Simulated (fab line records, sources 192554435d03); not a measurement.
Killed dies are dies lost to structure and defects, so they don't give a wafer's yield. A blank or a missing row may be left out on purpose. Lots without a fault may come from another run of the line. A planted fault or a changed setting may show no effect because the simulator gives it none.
A struck lot beside a sound one | flow n5_finfet | 18 steps out of a route of 1938
Sound: wafers L953.1, L953.4, L953.6. Struck: wafers L948.1, L948.4. The cause comes at the end.
At each step with rows: each side's tool, then ch and its chambers, then its first start. Under that, the readings that differ: sound wafers | struck wafers | difference of the means | sigmas: that difference in standard deviations of wafers without a fault.
alike: readings whose means differ by less than 2 such deviations, and words and numbers that are the same on both sides. not compared: withheld readings, readings that some wafer has no value for, bounds like >300 that may hide the same value, and numbers for which the record gives no deviation and whose values overlap.
The two part at a step that has a row with sigmas, a row that says differs or no value, or rows on one side only. Numbers that don't overlap but have no deviation are shown without sigmas and don't part them. A reading that every wafer of one side lacks parts them only if that side has two wafers or more.

N5_PASSIVATION_STRIP_14: strips in O2.
  sound on rie_diel-04 ch 0,1,2, day 18 22:54; struck on rie_diel-04 ch 2,3, day 17 11:11
  alike: drypump_motor_current_A, oes_product_au, rf_vpp_V, showerhead_plenum_p_Torr, throttle_valve_pct
  not compared: rf_hours_counter_h
N5_PASSIVATION_ETCH_15: etches SiCN in CF4/N2, target depth 75 nm, time 81.2 s.
  sound on rie_diel-04 ch 0,1,2; struck on rie_diel-04 ch 2,3
  alike: drypump_motor_current_A, oes_product_au, rf_vpp_V, showerhead_plenum_p_Torr, throttle_valve_pct
  not compared: rf_hours_counter_h
then, 3 steps without rows for these wafers: N5_PASSIVATION_STRIP_73 (strips in post etch residue remover, time 60 s); N5_PASSIVATION_SRD_17 (time 30 s, dry time 30 s); N5_PASSIVATION_DEGAS_18 (time 60 s).
N5_PASSIVATION_PRE_CLEAN_19:
  sound on pvd_sputter-01, day 18 23:29; struck on pvd_sputter-01, day 17 11:28
  alike: heater_power_w
N5_PASSIVATION_SPUTTER_20: material TaN, target thk 50 nm.
  sound on pvd_sputter-01, day 18 23:31; struck on pvd_sputter-01, day 17 11:30
  alike: substrate_temp_c, throttle_valve_pct
N5_PASSIVATION_AL_DEP_21: deposits Al, target thk 2800 nm, time 170 s.
  sound on pvd_sputter-01, day 18 23:37; struck on pvd_sputter-01, day 17 11:36
  alike: substrate_temp_c, throttle_valve_pct
then, 4 steps without rows for these wafers: N5_PASSIVATION_HMDS_23 (time 60 s); N5_PASSIVATION_COAT_24; N5_PASSIVATION_EBR_26; N5_PASSIVATION_SOFTBAKE_25 (time 90 s).
N5_PASSIVATION_EXPOSE_27: exposes mask PAD, defocus 0 nm.
  sound on krf_scanner-02 ch 0, day 18 23:55; struck on krf_scanner-01 ch 0, day 17 12:01
  reading              | sound             | struck      | difference | sigmas
  exposure_dose_mJ_cm2 | 32.32 32.33 32.32 | 23.72 23.69 | -8.62      | -99 or more
  alike: mask, reticle_temp_C
then, 3 steps without rows for these wafers: N5_PASSIVATION_PEB_28; N5_PASSIVATION_DEVELOP_29 (develop time 60 s); N5_PASSIVATION_HARDBAKE_31 (time 120 s).
N5_PASSIVATION_CD_MEAS_30: target cd 4000 nm.
  sound on cd_sem-03 ch 0, day 19 00:06; struck on cd_sem-02 ch 0, day 17 12:11
  reading    | sound                | struck        | difference | sigmas
  cd_nm (nm) | 4001.3 4001.6 3999.7 | 3945.2 3945.5 | -55.5      | -33
N5_PASSIVATION_OVL_MEAS_63:
  sound on overlay-01 ch 0, day 19 00:08; struck on overlay-01 ch 0, day 17 12:13
  alike: PAD_OVL

WHERE THEY PART
First at N5_PASSIVATION_EXPOSE_27; last, within this record, at N5_PASSIVATION_CD_MEAS_30. Later steps at which nothing parts them and some readings are alike: N5_PASSIVATION_OVL_MEAS_63.

WHY: what the simulator had put in
Process parameter drift: krf_scanner-01, from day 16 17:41 on, at N5_PASSIVATION_EXPOSE_27. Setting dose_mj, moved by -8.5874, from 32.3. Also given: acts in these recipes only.
